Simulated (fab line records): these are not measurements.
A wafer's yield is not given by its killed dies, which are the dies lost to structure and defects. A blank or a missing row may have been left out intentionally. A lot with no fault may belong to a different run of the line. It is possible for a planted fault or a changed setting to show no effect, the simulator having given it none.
Split-lot experiment | flow n5-finfet | 21 wafers read from 7 lots, route of 1938 steps

ON THE SPLIT
At N5_MOL_CONTACT_COAG_ETCHBACK_135 (etches SiO2 in CHF3, target depth 25 nm, time 16.7 s), the setting time-s was moved away from the recipe's 16.7 s on 8 of the 21 wafers read, by +11.8% to +21.4%. The other wafers ran this setting at the recipe's value.

The file shows no step between the split and the reading.

THE READING
SOC_of_MOL_CONTACT_COAG_COAT_75.thk-nm (the simulator's own value, which no gauge read), in nm, at N5_MOL_CONTACT_COAG_VIA_ETCH_46 (etches SiO2 in C4F6/O2, target depth 46 nm, overetch 9.2 nm, time 40 s). No usual value for it is given in the file. Across the 13 wafers here that went through the recipe, the average is 50.7 nm and the standard deviation 0.24 nm.

wafer  | tool, chamber at the split | time-s as run, s | against the recipe | SOC_of_MOL_CONTACT_COAG_COAT_75.thk-nm, nm | against lot-mates on the recipe
L076.1 | rie-diel-03, 1             | 16.7             | recipe             | 50.8                                       | -
L076.3 | rie-diel-03, 3             | 20.27            | +21.4%             | 50.2                                       | -0.6
L076.6 | rie-diel-03, 3             | 20.27            | +21.4%             | 49.8                                       | -1.0
L078.2 | rie-diel-02, 3             | 16.7             | recipe             | 50.4                                       | -
L078.3 | rie-diel-02, 1             | 16.7             | recipe             | 50.6                                       | -
L078.6 | rie-diel-02, 0             | 16.7             | recipe             | 50.8                                       | -
L080.1 | rie-diel-02, 2             | 16.7             | recipe             | 50.6                                       | -
L080.5 | rie-diel-02, 1             | 16.7             | recipe             | 50.8                                       | -
L080.6 | rie-diel-02, 2             | 20.08            | +20.2%             | 50.2                                       | -0.5
L086.1 | rie-diel-02, 0,1           | 19.56            | +17.1%             | 50.4                                       | -0.8
L086.4 | rie-diel-02, 2             | 16.7             | recipe             | 51.2                                       | -
L086.6 | rie-diel-02, 0,1           | 19.56            | +17.1%             | 50.2                                       | -1.0
L085.1 | rie-diel-02, 1,2           | 16.7             | recipe             | 50.8                                       | -
L085.2 | rie-diel-02, 1,2           | 16.7             | recipe             | 50.8                                       | -
L085.4 | rie-diel-02, 0             | 16.7             | recipe             | 50.8                                       | -
L093.2 | rie-diel-02, 3,0           | 19.42            | +16.3%             | 50.4                                       | -0.4
L093.5 | rie-diel-02, 3,0           | 19.42            | +16.3%             | 50.4                                       | -0.4
L093.6 | rie-diel-02, 3             | 16.7             | recipe             | 50.8                                       | -
L094.1 | rie-diel-01, 1,0           | 16.7             | recipe             | 50.2                                       | -
L094.4 | rie-diel-01, 1,0           | 16.7             | recipe             | 50.4                                       | -
L094.6 | rie-diel-01, 3             | 18.67            | +11.8%             | 50.2                                       | -0.1
The file does not say which wafer passed through which chamber wherever a row lists several chambers: such a row stands for several wafers.

THE FIT
A straight line over all 21 wafers: SOC_of_MOL_CONTACT_COAG_COAT_75.thk-nm changes by -0.0265 nm for each +1% of time-s; r = -0.73; the points scatter about the line by 0.23 nm.
The same after taking each lot's own level away (the mean of its wafers on the recipe; 21 wafers): -0.0351 nm for each +1%; r = -0.88; scatter 0.18 nm.
Per that fit: largest time-s move, reading shift of 0.75 nm.
From 50.30 to 51.20 nm: that is the span of the lots' own levels, equal to 3.7 times the standard deviation above.
So the lot-to-lot level blurs the effect unless lot-mates are compared.
Check: for one of the wafers moved furthest among these (+21.4%), held out of the fit, the line's prediction against its lot-mates is -0.773 nm. It came out at -0.6 nm against them.

THE OTHER SPLITS THESE WAFERS WENT THROUGH
These wafers also went through other splits before the reading. Each is held against what the fit with the lots' levels taken away leaves over:
other split on the same wafers | wafers away from the commonest value | r with SOC_of_MOL_CONTACT_COAG_COAT_75.thk-nm (lot level and that fit taken away)
N5_GATE_CUT_DESCUM_18 time-s   | 6                                    | -0.33

THE WHOLE CHAIN: every reading that the file lists as answering this split, in the file's order
step                             | what it does                                                           | reading                                                                                 | change (the file's fit)                | r (the file's)
N5_MOL_CONTACT_COAG_ETCHBACK_135 | etches SiO2 in CHF3, target depth 25 nm, time 16.7 s                   | SOC_of_MOL_CONTACT_COAG_COAT_75.thk-nm (the simulator's own value, which no gauge read) | -0.026 nm for each +1% of the setting  | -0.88
N5_MOL_CONTACT_COAG_VIA_ETCH_46  | etches SiO2 in C4F6/O2, target depth 46 nm, overetch 9.2 nm, time 40 s | SOC_of_MOL_CONTACT_COAG_COAT_75.thk-nm (the simulator's own value, which no gauge read) | -0.0322 nm for each +1% of the setting | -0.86

FILE'S OWN FIT
SOC_of_MOL_CONTACT_COAG_COAT_75.thk-nm changes by -0.0322 nm for each +1% of time-s, r = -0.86.
